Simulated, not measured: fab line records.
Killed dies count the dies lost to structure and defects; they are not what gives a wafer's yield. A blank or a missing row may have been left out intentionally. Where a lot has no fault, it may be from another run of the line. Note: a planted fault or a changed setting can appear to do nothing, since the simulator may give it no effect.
Which tool was responsible? | flow n5 finfet | Sampling: 24 lots, 72 wafers, 4 of 1938 route steps

== WHAT THE GAUGES SHOWED, per wafer ==
N5_BEOL_M5_OCD_MEAS_38. Usual: 71.8 nm for trench depth nm, sd 1.3.
lot  | measured     | on     | trench depth nm (nm) | flag
L074 | day 8 12:34  | ocd-02 | 70.9 74.5 74.2       |
L076 | day 8 17:58  | ocd-02 | 71.8 74.8 71.1       |
L075 | day 8 21:47  | ocd-02 | 71.0 73.8 70.4       |
L077 | day 9 08:54  | ocd-02 | 74.3 73.8 71.0       |
L078 | day 9 14:55  | ocd-02 | 71.2 72.4 74.2       |
L079 | day 9 17:48  | ocd-01 | 69.9 70.2 72.8       |
L080 | day 10 00:52 | ocd-01 | 71.9 71.1 69.5       |
L081 | day 10 01:17 | ocd-01 | 72.5 73.8 71.0       |
L082 | day 10 01:19 | ocd-02 | 72.3 71.9 72.2       |
L083 | day 10 20:46 | ocd-01 | 69.6 70.0 71.2       |
L085 | day 10 23:18 | ocd-02 | 71.9 72.3 70.2       |
L084 | day 11 02:35 | ocd-01 | 70.7 72.9 71.0       |
L087 | day 11 19:11 | ocd-02 | 72.5 73.0 73.0       |
L089 | day 12 03:50 | ocd-01 | 73.6 72.5 71.9       |
L086 | day 12 03:54 | ocd-01 | 71.6 70.8 71.3       |
L088 | day 12 11:19 | ocd-01 | 71.5 73.2 71.0       |
L090 | day 12 17:56 | ocd-01 | 72.2 70.7 71.7       |
L091 | day 14 00:01 | ocd-01 | 72.2 70.4 70.0       |
L093 | day 14 02:16 | ocd-02 | 70.9 69.4 71.6       |
L094 | day 14 05:58 | ocd-02 | 69.3 70.4 70.1       |
L092 | day 14 08:48 | ocd-01 | 72.6 72.4 71.5       |
L096 | day 15 01:17 | ocd-02 | 71.4 70.3 72.4       |
L095 | day 15 01:35 | ocd-01 | 73.0 71.3 73.2       |
L097 | day 15 04:46 | ocd-02 | 72.8 70.9 70.1       |

== WHAT TOOL EACH LOT RAN ON (gives the tool, then ch and the chambers of the sampled wafers, and finally the start) ==
lot  | N5_BEOL_M5_ETCH_68                 | N5_BEOL_M5_VIA_ETCH_34             | N5_BEOL_M5_STRIP_91
L074 | rie diel-03 ch 1,3, day 8 12:13    | rie diel-03 ch 1,3, day 8 12:19    | rie diel-03 ch 1,3, day 8 12:34 or earlier
L076 | rie diel-03 ch 0,1,3, day 8 17:38  | rie diel-03 ch 0,1,3, day 8 17:44  | rie diel-03 ch 0,1,3, day 8 17:58 or earlier
L075 | rie diel-02 ch 0,1,3, day 8 21:27  | rie diel-02 ch 0,1,3, day 8 21:33  | rie diel-02 ch 0,1,3, day 8 21:47 or earlier
L077 | rie diel-02 ch 0,1, day 9 08:33    | rie diel-02 ch 0,1, day 9 08:39    | rie diel-02 ch 0,1, day 9 08:54 or earlier
L078 | rie diel-02 ch 0,2,3, day 9 14:34  | rie diel-02 ch 0,2,3, day 9 14:41  | rie diel-02 ch 0,2,3, day 9 14:55 or earlier
L079 | rie diel-02 ch 0,1,3, day 9 17:28  | rie diel-02 ch 0,1,3, day 9 17:34  | rie diel-02 ch 0,1,3, day 9 17:48 or earlier
L080 | rie diel-02 ch 1,2, day 10 00:31   | rie diel-02 ch 1,2, day 10 00:37   | rie diel-02 ch 1,2, day 10 00:52 or earlier
L081 | rie diel-02 ch 0,1,2, day 10 00:56 | rie diel-02 ch 0,1,2, day 10 01:02 | rie diel-02 ch 0,1,2, day 10 01:17 or earlier
L082 | rie diel-01 ch 0,1, day 10 00:59   | rie diel-01 ch 0,1, day 10 01:05   | rie diel-01 ch 0,1, day 10 01:19 or earlier
L083 | rie diel-03 ch 1,2, day 10 20:25   | rie diel-03 ch 1,2, day 10 20:31   | rie diel-03 ch 1,2, day 10 20:46 or earlier
L085 | rie diel-01 ch 0,3, day 10 22:58   | rie diel-01 ch 0,3, day 10 23:04   | rie diel-01 ch 0,3, day 10 23:18 or earlier
L084 | rie diel-03 ch 0,2,3, day 11 02:15 | rie diel-03 ch 0,2,3, day 11 02:21 | rie diel-03 ch 0,2,3, day 11 02:35 or earlier
L087 | rie diel-01 ch 1,2,3, day 11 18:50 | rie diel-01 ch 1,2,3, day 11 18:56 | rie diel-01 ch 1,2,3, day 11 19:11 or earlier
L089 | rie diel-01 ch 0,2,3, day 12 03:30 | rie diel-01 ch 0,2,3, day 12 03:36 | rie diel-01 ch 0,2,3, day 12 03:50 or earlier
L086 | rie diel-03 ch 1,2, day 12 03:34   | rie diel-03 ch 1,2, day 12 03:40   | rie diel-03 ch 1,2, day 12 03:54 or earlier
L088 | rie diel-01 ch 0,2, day 12 10:58   | rie diel-01 ch 0,2, day 12 11:04   | rie diel-01 ch 0,2, day 12 11:19 or earlier
L090 | rie diel-01 ch 0,2, day 12 17:36   | rie diel-01 ch 0,2, day 12 17:42   | rie diel-01 ch 0,2, day 12 17:56 or earlier
L091 | rie diel-01 ch 0,1,2, day 13 23:40 | rie diel-01 ch 0,1,2, day 13 23:47 | rie diel-01 ch 0,1,2, day 14 00:01 or earlier
L093 | rie diel-03 ch 2,3, day 14 01:56   | rie diel-03 ch 2,3, day 14 02:02   | rie diel-03 ch 2,3, day 14 02:16 or earlier
L094 | rie diel-03 ch 0,1,2, day 14 05:38 | rie diel-03 ch 0,1,2, day 14 05:44 | rie diel-03 ch 0,1,2, day 14 05:58 or earlier
L092 | rie diel-02 ch 0,2,3, day 14 08:29 | rie diel-02 ch 0,2,3, day 14 08:34 | rie diel-02 ch 0,2,3, day 14 08:48 or earlier
L096 | rie diel-03 ch 0,1,3, day 15 00:57 | rie diel-03 ch 0,1,3, day 15 01:03 | rie diel-03 ch 0,1,3, day 15 01:17 or earlier
L095 | rie diel-02 ch 0,2,3, day 15 01:14 | rie diel-02 ch 0,2,3, day 15 01:20 | rie diel-02 ch 0,2,3, day 15 01:35 or earlier
L097 | rie diel-01 ch 0,2,3, day 15 04:26 | rie diel-01 ch 0,2,3, day 15 04:32 | rie diel-01 ch 0,2,3, day 15 04:46 or earlier
- N5_BEOL_M5_ETCH_68: etches SOC in N2/H2, target depth 80 nm, overetch 16 nm, time 120 s.
- N5_BEOL_M5_VIA_ETCH_34: etches SiCOH lowk in C4F6/O2, target depth 88.3 nm, time 39.2 s.
- N5_BEOL_M5_STRIP_91: strips in N2/H2, time 10 s.

== WHAT THE TOOLS THEMSELVES READ (means of the sampled wafers that have a number; where no wafer has one, the mark that the record gives instead) ==
N5_BEOL_M5_ETCH_68. Usual: drypump motor current A 5.9 A, standard deviation 0.51; oes product au 0.62 a.u., standard deviation 0.062; rf vpp V 523.7 V, standard deviation 2.3; showerhead plenum p Torr 2.54 Torr, standard deviation 0.082; throttle valve pct 17.71 %, standard deviation 0.3.
lot  | tool        | drypump motor current A (A) | oes product au (a.u.) | rf vpp V (V) | showerhead plenum p Torr (Torr) | throttle valve pct (%) | flag
L074 | rie diel-03 | 6.5                         | 0.65                  | 526.0        | 2.61                            | 17.74                  |
L076 | rie diel-03 | 5.8                         | 0.61                  | 525.1        | 2.59                            | 17.77                  |
L075 | rie diel-02 | 5.7                         | 0.59                  | 521.2        | 2.44                            | 17.92                  |
L077 | rie diel-02 | 5.5                         | 0.64                  | 521.1        | 2.46                            | 17.76                  |
L078 | rie diel-02 | 6.1                         | 0.65                  | 522.0        | 2.46                            | 17.79                  |
L079 | rie diel-02 | 5.7                         | 0.59                  | 520.8        | 2.44                            | 17.94                  |
L080 | rie diel-02 | 5.6                         | 0.59                  | 520.3        | 2.44                            | 18.03                  |
L081 | rie diel-02 | 5.8                         | 0.65                  | 521.8        | 2.46                            | 17.82                  |
L082 | rie diel-01 | 6.0                         | 0.65                  | 526.8        | 2.65                            | 17.42                  |
L083 | rie diel-03 | 6.0                         | 0.55                  | 524.6        | 2.60                            | 18.10                  |
L085 | rie diel-01 | 6.1                         | 0.64                  | 523.6        | 2.53                            | 17.47                  |
L084 | rie diel-03 | 5.8                         | 0.60                  | 524.3        | 2.56                            | 17.61                  |
L087 | rie diel-01 | 5.6                         | 0.66                  | 526.0        | 2.59                            | 17.44                  |
L089 | rie diel-01 | 5.9                         | 0.64                  | 523.4        | 2.54                            | 17.55                  |
L086 | rie diel-03 | 5.9                         | 0.54                  | 524.5        | 2.57                            | 17.93                  |
L088 | rie diel-01 | 6.2                         | 0.62                  | 523.6        | 2.57                            | 17.68                  |
L090 | rie diel-01 | 6.2                         | 0.61                  | 523.7        | 2.57                            | 17.70                  |
L091 | rie diel-01 | 6.0                         | 0.62                  | 526.0        | 2.61                            | 17.61                  |
L093 | rie diel-03 | 6.3                         | 0.60                  | 524.2        | 2.57                            | 17.64                  |
L094 | rie diel-03 | 5.6                         | 0.56                  | 524.5        | 2.56                            | 17.90                  |
L092 | rie diel-02 | 6.1                         | 0.69                  | 524.3        | 2.56                            | 17.68                  |
L096 | rie diel-03 | 5.9                         | 0.58                  | 524.6        | 2.57                            | 17.83                  |
L095 | rie diel-02 | 6.1                         | 0.67                  | 524.4        | 2.56                            | 17.69                  |
L097 | rie diel-01 | 5.9                         | 0.62                  | 523.4        | 2.53                            | 17.59                  |

N5_BEOL_M5_VIA_ETCH_34. Usual: drypump motor current A 5.9 A, standard deviation 0.51; oes_ar_750_au 0.82 a.u., standard deviation 0.083; oes product au 0.81 a.u., standard deviation 0.088; rf vpp V 659 V, standard deviation 10; showerhead plenum p Torr 2.85 Torr, standard deviation 0.079; throttle valve pct 20.80 %, standard deviation 0.3.
lot  | tool        | drypump motor current A (A) | oes_ar_750_au (a.u.) | oes product au (a.u.) | rf vpp V (V) | showerhead plenum p Torr (Torr) | throttle valve pct (%) | flag
L074 | rie diel-03 | 6.4                         | 0.86                 | 0.86                  | 653          | 2.93                            | 20.90                  |
L076 | rie diel-03 | 5.8                         | 0.81                 | 0.80                  | 656          | 2.91                            | 20.86                  |
L075 | rie diel-02 | 5.7                         | 0.77                 | 0.77                  | 658          | 2.75                            | 21.07                  |
L077 | rie diel-02 | 5.5                         | 0.84                 | 0.84                  | 650          | 2.78                            | 20.97                  |
L078 | rie diel-02 | 6.1                         | 0.85                 | 0.85                  | 663          | 2.77                            | 20.90                  |
L079 | rie diel-02 | 5.7                         | 0.76                 | 0.76                  | 657          | 2.75                            | 21.08                  |
L080 | rie diel-02 | 5.6                         | 0.77                 | 0.77                  | 652          | 2.75                            | 21.23                  |
L081 | rie diel-02 | 5.7                         | 0.84                 | 0.85                  | 653          | 2.77                            | 21.03                  |
L082 | rie diel-01 | 6.0                         | 0.86                 | 0.85                  | 650          | 2.94                            | 20.36                  |
L083 | rie diel-03 | 6.0                         | 0.73                 | 0.71                  | 652          | 2.90                            | 21.13                  |
L085 | rie diel-01 | 6.1                         | 0.84                 | 0.83                  | 663          | 2.83                            | 20.54                  |
L084 | rie diel-03 | 5.8                         | 0.80                 | 0.79                  | 656          | 2.87                            | 20.73                  |
L087 | rie diel-01 | 5.6                         | 0.87                 | 0.87                  | 665          | 2.89                            | 20.51                  |
L089 | rie diel-01 | 5.9                         | 0.83                 | 0.84                  | 667          | 2.84                            | 20.61                  |
L086 | rie diel-03 | 5.9                         | 0.72                 | 0.71                  | 654          | 2.88                            | 20.97                  |
L088 | rie diel-01 | 6.2                         | 0.80                 | 0.80                  | 658          | 2.85                            | 20.64                  |
L090 | rie diel-01 | 6.2                         | 0.80                 | 0.79                  | 659          | 2.85                            | 20.66                  |
L091 | rie diel-01 | 6.0                         | 0.81                 | 0.81                  | 656          | 2.90                            | 20.57                  |
L093 | rie diel-03 | 6.4                         | 0.80                 | 0.79                  | 654          | 2.88                            | 20.78                  |
L094 | rie diel-03 | 5.6                         | 0.72                 | 0.71                  | 657          | 2.87                            | 20.95                  |
L092 | rie diel-02 | 6.1                         | 0.91                 | 0.90                  | 665          | 2.87                            | 20.82                  |
L096 | rie diel-03 | 5.9                         | 0.76                 | 0.76                  | 657          | 2.89                            | 20.93                  |
L095 | rie diel-02 | 6.1                         | 0.88                 | 0.89                  | 666          | 2.87                            | 20.84                  |
L097 | rie diel-01 | 5.8                         | 0.82                 | 0.81                  | 667          | 2.83                            | 20.65                  |

N5_BEOL_M5_STRIP_91. Usual: drypump motor current A 5.9 A, standard deviation 0.51; oes product au 0.81 a.u., standard deviation 0.087; rf vpp V 59.1 V, standard deviation 0.96; showerhead plenum p Torr 2.54 Torr, standard deviation 0.083; throttle valve pct 23.5 %, standard deviation 0.33.
lot  | tool        | drypump motor current A (A) | oes product au (a.u.) | rf vpp V (V) | showerhead plenum p Torr (Torr) | throttle valve pct (%) | flag
L074 | rie diel-03 | 6.4                         | 0.86                  | 59.3         | 2.60                            | 23.6                   |
L076 | rie diel-03 | 5.9                         | 0.81                  | 59.4         | 2.59                            | 23.6                   |
L075 | rie diel-02 | 5.7                         | 0.78                  | 59.4         | 2.44                            | 23.8                   |
L077 | rie diel-02 | 5.5                         | 0.85                  | 59.1         | 2.45                            | 23.6                   |
L078 | rie diel-02 | 6.1                         | 0.85                  | 58.9         | 2.46                            | 23.7                   |
L079 | rie diel-02 | 5.7                         | 0.78                  | 58.5         | 2.43                            | 23.8                   |
L080 | rie diel-02 | 5.6                         | 0.78                  | 58.4         | 2.43                            | 23.9                   |
L081 | rie diel-02 | 5.7                         | 0.85                  | 59.8         | 2.46                            | 23.7                   |
L082 | rie diel-01 | 5.9                         | 0.86                  | 58.6         | 2.64                            | 23.3                   |
L083 | rie diel-03 | 6.0                         | 0.72                  | 59.3         | 2.60                            | 24.0                   |
L085 | rie diel-01 | 6.1                         | 0.84                  | 59.2         | 2.52                            | 23.2                   |
L084 | rie diel-03 | 5.8                         | 0.79                  | 60.0         | 2.55                            | 23.4                   |
L087 | rie diel-01 | 5.6                         | 0.86                  | 59.5         | 2.58                            | 23.3                   |
L089 | rie diel-01 | 5.8                         | 0.84                  | 58.5         | 2.54                            | 23.3                   |
L086 | rie diel-03 | 5.9                         | 0.72                  | 60.1         | 2.57                            | 23.7                   |
L088 | rie diel-01 | 6.2                         | 0.79                  | 59.6         | 2.56                            | 23.5                   |
L090 | rie diel-01 | 6.2                         | 0.80                  | 59.6         | 2.56                            | 23.5                   |
L091 | rie diel-01 | 6.0                         | 0.81                  | 58.9         | 2.60                            | 23.5                   |
L093 | rie diel-03 | 6.4                         | 0.80                  | 59.3         | 2.56                            | 23.4                   |
L094 | rie diel-03 | 5.6                         | 0.72                  | 59.7         | 2.55                            | 23.7                   |
L092 | rie diel-02 | 6.1                         | 0.91                  | 58.8         | 2.55                            | 23.6                   |
L096 | rie diel-03 | 5.8                         | 0.75                  | 60.1         | 2.57                            | 23.7                   |
L095 | rie diel-02 | 6.1                         | 0.89                  | 59.4         | 2.55                            | 23.6                   |
L097 | rie diel-01 | 5.8                         | 0.80                  | 58.6         | 2.53                            | 23.3                   |

== THE ANSWER, worked out from the rows above alone ==
Rule: take the mean of a lot's wafers that have a number; if it is more than 3 standard deviations from the usual mean, the lot is off. Also off: a lot with no number at a reading for which 4 or more lots have one. Any other lot the step has rows for is counted as sound. First the gauges in route order, then the tools' own readings, where a lot's mean is used as printed above. The first step at which some lot is off is used, and at that step the reading that is off furthest; a lot without a number counts as furthest.
None of the lots is off at any reading shown; this tells nothing.

== WHAT WAS PUT IN BY THE SIMULATOR ==
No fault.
